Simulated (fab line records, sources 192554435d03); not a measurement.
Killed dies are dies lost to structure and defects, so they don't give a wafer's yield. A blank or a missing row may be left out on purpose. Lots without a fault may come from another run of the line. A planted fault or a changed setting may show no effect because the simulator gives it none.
fab line records | flow n5_finfet | part 1 of 2: steps 1 to 4 of 6
record lots=19 wafers=57 last_day=17
route steps=1938 shown WELL_APT@43 FIN_SAQP@99 FIN_CUT@168 STI_FIN_REVEAL@191
lots that met no fault: from a run of the same line without faults
start_h: hours from the record's first day to the start of the lot's first wafer shown | wait_h: hours since the lot's step before | " the same as in the row above | L1.1+2: a row that stands for several wafers | - no value, or no start given | * or withheld: withheld | < > ~ a bound
route shown NAME@n: a module of which the file shows steps, and the number in the route of the first | usual: mean/standard deviation of fault-free wafers | same: alike in all rows | chamber/n: place in a boat | sites: the reading at each site | _std_site: their standard deviation | _edge_site: outer sites' mean less inner sites' | radius_mm: how far each site lies from the wafer's centre | mask NAME#n: copy n | behind: the tool/chamber that last shaped the wafer | hold: why the lot was held/for how many hours/how that ended | device: the transistor (n, p or np) that didn't switch | end of line: the same wafers' tests at the end of the route | a step without rows: its recipe alone | killed: dies lost to structure and defects at the first sort, not the wafer's yield | map: a wafer's dies, x killed, . not, _ none there
set.NAME: the setting as run; set.NAME@STEP: as run at that earlier step | model.NAME: the simulator's own value behind a step, which no gauge read
steps of the route over a sample of lots; a table a step, a row a wafer
services: from which hour (start_h, from the record's first day; less than 0 if before it) a tool's chamber was out of use, for how many hours, and why
## steps
# step N5_WELL_APT_CD_MEAS_25
# recipe target_cd_nm=200 landing_energy_ev=500 detector=se_inlens
# usual cd_nm=200.3/2
# columns lot.wafer tool chamber start_h wait_h cd_nm
L075.2 cd_sem-02 0 21.68 - 200.4
L075.3 " 0 " " 202.2
L075.6 " 0 " " 200.7
L076.1 cd_sem-01 0 26.87 - 203.4
L076.3 " 0 " " 203.5
L076.4 " 0 " " 202.6
L077.2 cd_sem-01 0 33.24 - 201.7
L077.3 " 0 " " 199.9
L077.6 " 0 " " 201.4
L078.1 cd_sem-02 0 39.38 - 197.6
L078.2 " 0 " " 198.1
L078.5 " 0 " " 197.2
L079.1 cd_sem-02 0 44.84 - 200.5
L079.5 " 0 " " 198.9
L079.6 " 0 " " 197.6
L081.3 cd_sem-01 0 57.03 - 199.2
L081.4 " 0 " " 199.0
L081.5 " 0 " " 197.5
L082.1 cd_sem-01 0 63.07 - 201.1
L082.3 " 0 " " 201.0
L082.4 " 0 " " 200.4
L083.4 cd_sem-01 0 69.23 - 201.6
L083.5 " 0 " " 199.8
L083.6 " 0 " " 200.4
L084.2 cd_sem-03 0 75.20 - 200.1
L084.4 " 0 " " 200.6
L084.5 " 0 " " 201.3
L085.1 cd_sem-02 0 80.81 - 199.4
L085.3 " 0 " " 199.0
L085.6 " 0 " " 203.4
L087.1 cd_sem-02 0 93.37 - 199.4
L087.3 " 0 " " 202.4
L087.6 " 0 " " 202.1
L089.3 cd_sem-03 0 105.03 - 198.0
L089.4 " 0 " " 202.7
L089.5 " 0 " " 200.7
L090.2 cd_sem-02 0 110.95 - 200.4
L090.5 " 0 " " 200.9
L090.6 " 0 " " 198.2
L091.1 cd_sem-02 0 117.17 - 201.7
L091.2 " 0 " " 203.4
L091.4 " 0 " " 206.0
L092.2 cd_sem-03 0 123.34 - 199.0
L092.3 " 0 " " 199.7
L092.4 " 0 " " 198.5
L094.2 cd_sem-02 0 134.93 - 202.0
L094.3 " 0 " " 203.9
L094.5 " 0 " " 198.2
L095.4 cd_sem-01 0 140.75 - 199.8
L095.5 " 0 " " 199.7
L095.6 " 0 " " 199.7
L096.2 cd_sem-02 0 146.83 - 202.2
L096.3 " 0 " " 200.0
L096.6 " 0 " " 199.1
L097.1 cd_sem-02 0 153.39 - 199.7
L097.3 " 0 " " 203.0
L097.4 " 0 " " 199.4
# step N5_FIN_SAQP_PECVD_48
# recipe material=SiNx target_thk_a=250 temp_c=400 precursor=SiH4/NH3/N2 pressure_torr=1.5 rf_w=300 time_s=22.1
# usual heater_power_outer_w=428/50 heater_power_w=717/80 showerhead_plenum_p_Torr=5.15/0.062 throttle_valve_pct=40.2/1.5
# same time_s=22.1
# columns lot.wafer tool chamber start_h wait_h heater_power_outer_w heater_power_w showerhead_plenum_p_Torr throttle_valve_pct
L075.2 pecvd-03 0 28.42 0.0 484 825 5.13 41.7
L075.3 " 2 " " 411 695 5.24 36.8
L075.6 " 2 " " 409 673 5.24 36.9
L076.1 pecvd-04 0 33.10 0.0 421 740 5.09 38.9
L076.3 " 1 " " 421 696 5.09 40.7
L076.4 " 1 " " 428 688 5.10 40.4
L077.2 pecvd-03 1 39.49 0.0 467 841 5.17 40.8
L077.3 " 0 " " 449 772 5.12 41.6
L077.6 " 0 " " 448 769 5.12 41.6
L078.1 pecvd-02 2 45.20 0.0 447 710 5.23 38.9
L078.2 " 1 " " 378 626 5.15 41.8
L078.5 " 0 " " 403 700 5.06 41.6
L079.1 pecvd-04 0 50.99 0.0 413 694 5.07 38.9
L079.5 " 1 " " 427 693 5.10 40.6
L079.6 " 2 " " 351 617 5.18 40.2
L081.3 pecvd-02 2 62.96 0.0 481 744 5.22 38.9
L081.4 " 1 " " 415 661 5.14 41.7
L081.5 " 2 " " 475 745 5.23 38.9
L082.1 pecvd-02 2 69.17 0.0 456 721 5.23 38.9
L082.3 " 1 " " 369 611 5.14 41.7
L082.4 " 2 " " 457 715 5.23 38.9
L083.4 pecvd-02 0 75.40 0.0 364 656 5.05 41.7
L083.5 " 1 " " 393 668 5.15 41.7
L083.6 " 2 " " 412 675 5.23 38.9
L084.2 pecvd-04 1 81.39 0.0 391 647 5.10 40.2
L084.4 " 2 " " 407 653 5.19 40.2
L084.5 " 0 " " 442 750 5.06 39.4
L085.1 pecvd-04 1 86.78 0.0 464 733 5.11 40.5
L085.3 " 0 " " 456 750 5.08 39.2
L085.6 " 0 " " 459 763 5.07 39.2
L087.1 pecvd-03 0 99.44 0.0 416 732 5.11 41.5
L087.3 " 2 " " 369 642 5.26 36.8
L087.6 " 2 " " 367 641 5.25 36.8
L089.3 pecvd-04 1 110.68 0.0 427 715 5.11 40.7
L089.4 " 2 " " 340 586 5.19 40.0
L089.5 " 1 " " 436 711 5.10 40.5
L090.2 pecvd-03 2 117.70 0.0 370 651 5.25 36.8
L090.5 " 0 " " 493 814 5.12 41.6
L090.6 " 1 " " 526 898 5.16 41.1
L091.1 pecvd-03 0 123.46 0.0 440 770 5.13 41.3
L091.2 " 1 " " 524 907 5.15 40.8
L091.4 " 1 " " 530 903 5.17 40.8
L092.2 pecvd-02 2 129.43 0.0 460 714 5.23 39.2
L092.3 " 1 " " 406 659 5.15 41.7
L092.4 " 1 " " 411 684 5.14 41.5
L094.2 pecvd-04 1 140.89 0.0 427 710 5.09 40.6
L094.3 " 2 " " 372 603 5.18 40.3
L094.5 " 0 " " 458 749 5.07 38.8
L095.4 pecvd-04 1 146.77 0.0 394 668 5.11 40.5
L095.5 " 0 " " 508 818 5.07 39.3
L095.6 " 2 " " 322 569 5.18 40.3
L096.2 pecvd-04 2 152.78 0.0 393 665 5.18 40.0
L096.3 " 0 " " 514 815 5.07 39.3
L096.6 " 2 " " 393 663 5.19 39.9
L097.1 pecvd-03 1 159.98 0.0 507 885 5.17 40.9
L097.3 " 2 " " 415 703 5.26 37.1
L097.4 " 1 " " 510 869 5.16 40.9
# step N5_FIN_SAQP_ETCH_34
# recipe chemistry=C4F6/O2 target=SiO2 target_depth_a=450 time_s=15 ion_energy_ev=250 pressure_mtorr=30 source_w=345 bias_w=185 Ar_flow_sccm=300 C4F6_flow_sccm=10 O2_flow_sccm=10 ends=cleared
# usual chamber_pressure_mTorr=30.000/0.027 drypump_motor_current_A=5.7/0.43 etch_rf_on_time_s=14.88/0.27 mfc_ar_sccm=300.1/0.95 oes_product_au=0.70/0.088 rf_vpp_V=664/15 showerhead_plenum_p_Torr=2.87/0.099 throttle_valve_pct=21.02/0.29
# columns lot.wafer tool chamber start_h wait_h chamber_pressure_mTorr drypump_motor_current_A etch_rf_on_time_s mfc_ar_sccm oes_product_au rf_hours_counter_h rf_vpp_V showerhead_plenum_p_Torr throttle_valve_pct
L075.2 rie_diel-03 0 34.26 0.0 30.003 6.1 15.12 299.6 0.76 36 659 2.91 21.37
L075.3 " 1 " " 30.021 5.7 15.16 299.9 0.59 222 636 2.68 21.11
L075.6 " 0 " " 29.998 6.1 15.09 298.2 0.77 - 658 2.91 21.38
L076.1 rie_diel-06 1 38.20 0.0 29.983 6.1 14.77 298.6 0.73 53 664 2.77 20.93
L076.3 " 3 " " 29.999 5.7 14.09 301.3 0.77 40 667 3.01 20.84
L076.4 " 1 " " 30.009 6.1 14.70 299.0 0.73 - 663 2.77 20.94
L077.2 rie_diel-02 2 44.39 0.0 29.980 5.6 14.99 300.7 0.60 197 670 2.82 21.12
L077.3 " 1 " " 29.979 5.7 14.88 299.4 0.61 207 679 2.93 20.97
L077.6 " 1 " " 29.982 5.7 14.74 299.1 0.61 - 679 2.93 20.98
L078.1 rie_diel-03 2 49.59 0.0 29.970 5.5 15.10 299.7 0.60 250 637 2.68 21.46
L078.2 " 0 " " 30.041 6.2 15.19 301.8 0.76 43 659 2.91 21.40
L078.5 " 1 " " 29.979 5.7 15.19 300.6 0.59 - 637 2.68 21.13
L079.1 rie_diel-02 1 55.96 0.0 29.999 5.7 14.78 299.7 0.61 210 680 2.93 20.99
L079.5 " 2 " " 29.978 5.6 15.04 300.5 0.60 - 670 2.82 21.10
L079.6 " 1 " " 29.982 5.7 14.76 299.4 0.61 - 681 2.93 20.99
L081.3 rie_diel-02 3 68.44 0.0 30.004 4.9 14.83 300.6 0.74 43 659 2.91 20.69
L081.4 " 0 " " 29.967 6.4 15.15 299.1 0.58 247 660 2.82 21.63
L081.5 " 3 " " 29.994 4.9 14.79 299.9 0.75 - 659 2.91 20.71
L082.1 rie_diel-06 3 73.92 0.0 30.020 5.8 14.05 300.2 0.75 56 667 3.01 20.87
L082.3 " 1 " " 30.003 6.1 14.94 300.5 0.71 68 663 2.77 20.93
L082.4 " 3 " " 30.018 5.8 14.00 300.3 0.75 - 667 3.01 20.85
L083.4 rie_diel-03 3 79.88 0.0 29.964 5.6 14.89 301.8 0.78 - 701 2.91 20.80
L083.5 " 0 " " 29.984 6.1 15.16 299.9 0.73 - 659 2.90 21.43
L083.6 " 1 " " 29.984 5.7 15.29 300.2 0.58 - 636 2.67 21.13
L084.2 rie_diel-02 2 87.79 0.0 29.986 5.6 15.01 300.9 0.60 212 671 2.82 21.12
L084.4 " 3 " " 30.060 4.9 14.83 300.4 0.73 - 658 2.90 20.69
L084.5 " 1 " " 30.023 5.7 15.00 299.9 0.60 - 681 2.93 20.98
L085.1 rie_diel-03 2 93.49 0.0 30.058 5.5 14.81 300.1 0.83 5 648 3.01 21.12
L085.3 " 3 " " 29.965 5.7 14.71 299.9 0.78 21 701 2.90 20.82
L085.6 " 0 " " 29.944 6.1 15.12 300.0 0.73 - 658 2.90 21.41
L087.1 rie_diel-02 1 104.61 0.0 29.995 5.7 14.98 298.4 0.60 231 678 2.92 21.02
L087.3 " 2 " " 30.016 5.6 15.06 300.8 0.59 222 670 2.81 21.15
L087.6 " 1 " " 30.003 5.7 14.88 299.0 0.59 - 680 2.92 21.02
L089.3 rie_diel-02 0 115.30 0.0 30.001 6.4 14.68 300.7 0.84 3 662 2.81 21.34
L089.4 " 3 " " 30.004 4.9 14.85 299.5 0.72 63 658 2.90 20.72
L089.5 " 1 " " 30.045 5.7 15.00 301.6 0.59 - 678 2.92 21.01
L090.2 rie_diel-06 0 122.90 0.0 30.060 6.2 14.91 300.7 0.75 32 683 3.00 20.50
L090.5 " 0 " " 29.955 6.1 15.00 302.0 0.74 - 682 3.00 20.51
L090.6 " 2 " " 29.980 5.1 14.66 300.9 0.78 - 666 2.91 20.62
L091.1 rie_diel-06 1 128.44 0.0 29.980 6.1 14.89 299.7 0.69 86 662 2.76 20.97
L091.2 " 2 " " 29.980 5.1 14.70 300.4 0.78 14 667 2.91 20.62
L091.4 " 2 " " 30.022 5.1 14.44 298.7 0.79 - 666 2.91 20.64
L092.2 rie_diel-03 1 133.99 0.0 30.022 5.6 14.69 300.5 0.82 5 647 3.00 20.74
L092.3 " 3 " " 29.981 5.6 14.87 301.7 0.74 38 699 2.89 20.84
L092.4 " 2 " " 30.022 5.5 15.04 301.0 0.78 22 649 3.01 21.15
L094.2 rie_diel-02 0 145.61 0.0 29.975 6.5 14.50 301.1 0.82 12 662 2.81 21.33
L094.3 " 1 " " 30.019 5.7 14.86 299.8 0.58 245 679 2.92 21.04
L094.5 " 3 " " 29.989 4.9 14.88 299.5 0.71 - 659 2.89 20.75
L095.4 rie_diel-02 1 151.47 0.0 29.956 5.7 14.97 301.5 0.59 246 678 2.91 21.02
L095.5 " 3 " " 29.941 4.9 14.94 300.8 0.71 - 658 2.89 20.76
L095.6 " 0 " " 30.023 6.4 14.69 301.0 0.82 - 661 2.81 21.34
L096.2 rie_diel-03 0 157.84 0.0 29.981 6.2 14.85 299.9 0.71 90 657 2.89 21.47
L096.3 " 3 " " 30.030 5.6 14.58 299.9 0.74 47 699 2.89 20.88
L096.6 " 0 " " 30.020 6.1 14.95 299.4 0.71 - 658 2.89 21.48
L097.1 rie_diel-02 0 164.67 0.0 30.009 6.4 14.59 298.7 0.81 20 662 2.81 21.34
L097.3 " 2 " " 30.023 5.6 15.14 301.2 0.58 242 669 2.80 21.19
L097.4 " 3 " " 30.014 4.9 14.76 300.4 0.70 79 659 2.89 20.76
# step N5_FIN_CUT_ETCH_20
# recipe chemistry=CF4 target=SiARC target_depth_a=260 mask_material=CAR-EUV time_s=43.3 ion_energy_ev=80 pressure_mtorr=40 source_w=545 bias_w=36 Ar_flow_sccm=100 cf4_flow_sccm=100 ends=cleared
# usual cf4_flow_sccm=100.0/0.37 chamber_pressure_mTorr=40.01/0.073 drypump_motor_current_A=5.8/0.56 etch_rf_on_time_s=43.1/1.2 mfc_ar_sccm=99.99/0.28 oes_product_au=0.70/0.075 rf_vpp_V=184.5/1.1 showerhead_plenum_p_Torr=2.17/0.06 throttle_valve_pct=15.55/0.26
# columns lot.wafer tool chamber start_h wait_h cf4_flow_sccm chamber_pressure_mTorr drypump_motor_current_A etch_rf_on_time_s mfc_ar_sccm oes_product_au rf_hours_counter_h rf_vpp_V showerhead_plenum_p_Torr throttle_valve_pct
L075.2 rie_diel-01 0 35.57 0.0 99.6 39.97 6.7 42.5 100.00 0.81 9 186.9 2.26 15.34
L075.3 " 3 " " 99.7 40.01 5.2 40.6 100.17 0.78 20 184.3 2.18 15.61
L075.6 " 1 " " 99.9 40.02 5.5 41.4 99.77 0.81 - 184.2 2.18 15.05
L076.1 rie_diel-04 2 39.29 0.0 99.8 40.06 6.5 43.6 100.06 0.67 95 184.6 2.09 15.87
L076.3 " 3 " " 99.7 40.00 5.4 44.6 99.87 0.61 202 184.1 2.21 15.53
L076.4 " 1 " " 100.4 40.01 5.6 43.0 100.12 0.71 73 185.3 2.17 15.47
L077.2 rie_diel-05 2 45.34 0.0 100.2 39.99 5.2 43.9 100.21 0.66 131 184.3 2.15 15.41
L077.3 " 1 " " 100.1 40.01 5.8 45.1 100.35 0.65 113 183.6 2.06 15.70
L077.6 " 2 " " 99.8 39.95 5.2 43.9 99.78 0.66 - 184.8 2.15 15.41
L078.1 rie_diel-04 0 50.66 0.0 99.9 39.96 6.5 43.6 100.34 0.61 192 185.9 2.21 15.74
L078.2 " 1 " " 100.4 40.01 5.6 42.9 99.95 0.70 76 184.6 2.17 15.46
L078.5 " 2 " " 100.0 39.94 6.5 43.2 100.19 0.67 - 182.8 2.09 15.88
L079.1 rie_diel-01 2 57.26 0.0 100.2 39.95 5.3 44.2 100.60 0.58 235 182.5 2.10 15.84
L079.5 " 1 " " 100.4 40.00 5.5 41.4 99.58 0.80 - 185.5 2.18 15.06
L079.6 " 0 " " 100.0 39.95 6.7 42.9 99.61 0.80 - 187.0 2.26 15.37
L081.3 rie_diel-05 0 69.41 0.0 99.8 39.96 5.7 43.6 100.10 0.70 67 185.1 2.27 15.33
L081.4 " 2 " " 100.2 40.04 5.2 44.1 100.10 0.65 139 186.0 2.15 15.44
L081.5 " 1 " " 99.6 39.97 5.8 45.4 99.58 0.64 - 182.1 2.06 15.72
L082.1 rie_diel-04 0 75.03 0.0 99.7 40.02 6.5 42.9 100.39 0.62 199 185.7 2.21 15.76
L082.3 " 1 " " 99.6 40.02 5.6 42.8 99.88 0.69 83 184.9 2.16 15.48
L082.4 " 3 " " 99.9 39.98 5.3 44.2 100.05 0.60 212 184.6 2.21 15.57
L083.4 rie_diel-01 2 80.94 0.0 100.5 40.01 5.3 44.6 100.39 0.58 242 184.9 2.10 15.84
L083.5 " 2 " " 100.2 40.02 5.3 44.5 99.75 0.58 - 183.2 2.10 15.85
L083.6 " 1 " " 100.1 39.97 5.5 41.6 99.90 0.78 - 184.2 2.18 15.06
L084.2 rie_diel-01 2 88.77 0.0 100.2 40.02 5.3 44.8 100.05 0.57 245 184.1 2.10 15.84
L084.4 " 1 " " 100.1 39.97 5.5 42.3 99.92 0.78 41 185.1 2.17 15.09
L084.5 " 3 " " 99.7 40.02 5.2 40.8 99.87 0.76 - 185.0 2.17 15.63
L085.1 rie_diel-01 2 94.44 0.0 100.0 40.09 5.3 44.2 99.76 0.58 247 183.8 2.10 15.85
L085.3 " 0 " " 100.0 40.04 6.7 43.5 99.58 0.77 27 185.3 2.26 15.38
L085.6 " 1 " " 99.9 40.00 5.5 41.6 99.92 0.78 - 183.0 2.17 15.09
L087.1 rie_diel-01 1 105.88 0.0 99.9 39.99 5.5 41.5 99.68 0.77 47 184.6 2.17 15.08
L087.3 " 3 " " 99.4 40.03 5.2 40.4 99.27 0.75 41 184.0 2.17 15.65
L087.6 " 3 " " 100.4 39.96 5.2 40.1 100.01 0.76 - 186.7 2.17 15.64
L089.3 rie_diel-05 3 116.26 0.0 100.1 40.00 6.3 42.9 99.99 0.72 78 183.4 2.18 15.95
L089.4 " 1 " " 100.1 40.03 5.8 44.5 99.66 0.65 132 181.7 2.06 15.75
L089.5 " 3 " " 99.9 40.01 6.3 42.7 100.24 0.72 - 185.1 2.18 15.93
L090.2 rie_diel-04 1 123.97 0.0 99.7 40.03 5.5 42.7 99.82 0.68 97 184.1 2.16 15.49
L090.5 " 1 " " 99.8 40.00 5.6 42.3 100.06 0.69 - 184.3 2.16 15.51
L090.6 " 2 " " 100.1 39.99 6.5 42.7 100.27 0.66 - 181.9 2.08 15.92
L091.1 rie_diel-05 1 129.51 0.0 100.1 40.01 5.8 45.2 99.94 0.64 136 183.4 2.05 15.76
L091.2 " 0 " " 99.8 39.99 5.7 42.9 99.77 0.69 86 185.4 2.26 15.37
L091.4 " 2 " " 100.2 39.96 5.2 43.7 100.00 0.64 157 183.7 2.14 15.46
L092.2 rie_diel-04 1 135.20 0.0 99.6 39.96 5.6 42.5 99.99 0.68 100 184.5 2.16 15.52
L092.3 " 3 " " 99.5 40.03 5.4 44.5 100.00 0.58 229 186.2 2.20 15.58
L092.4 " 2 " " 99.8 40.00 6.5 42.9 99.75 0.66 122 183.1 2.08 15.92
L094.2 rie_diel-04 3 146.55 0.0 99.7 39.99 5.4 44.0 99.40 0.59 233 184.6 2.20 15.61
L094.3 " 0 " " 99.8 40.01 6.5 42.7 99.91 0.61 220 184.1 2.20 15.79
L094.5 " 0 " " 99.9 40.01 6.5 42.9 99.78 0.60 - 184.0 2.20 15.78
L095.4 rie_diel-01 2 152.70 0.0 99.9 39.98 5.4 43.5 100.39 0.81 - 184.5 2.10 15.41
L095.5 " 1 " " 99.8 40.07 5.5 41.7 100.63 0.76 - 186.4 2.17 15.11
L095.6 " 0 " " 100.0 40.00 6.8 43.9 100.16 0.73 - 184.1 2.25 15.43
L096.2 rie_diel-04 1 158.91 0.0 100.3 39.99 5.6 43.3 100.27 0.67 107 184.3 2.15 15.53
L096.3 " 3 " " 99.8 39.98 5.4 44.2 100.54 0.59 237 185.2 2.20 15.60
L096.6 " 1 " " 100.4 39.96 5.6 43.3 100.48 0.67 - 185.3 2.16 15.53
L097.1 rie_diel-05 3 165.74 0.0 99.8 40.06 6.3 42.4 99.98 0.70 94 185.0 2.17 15.97
L097.3 " 0 " " 100.3 40.01 5.7 42.5 99.72 0.69 98 184.5 2.26 15.39
L097.4 " 2 " " 99.2 40.03 5.2 42.5 99.61 0.64 167 184.7 2.14 15.48
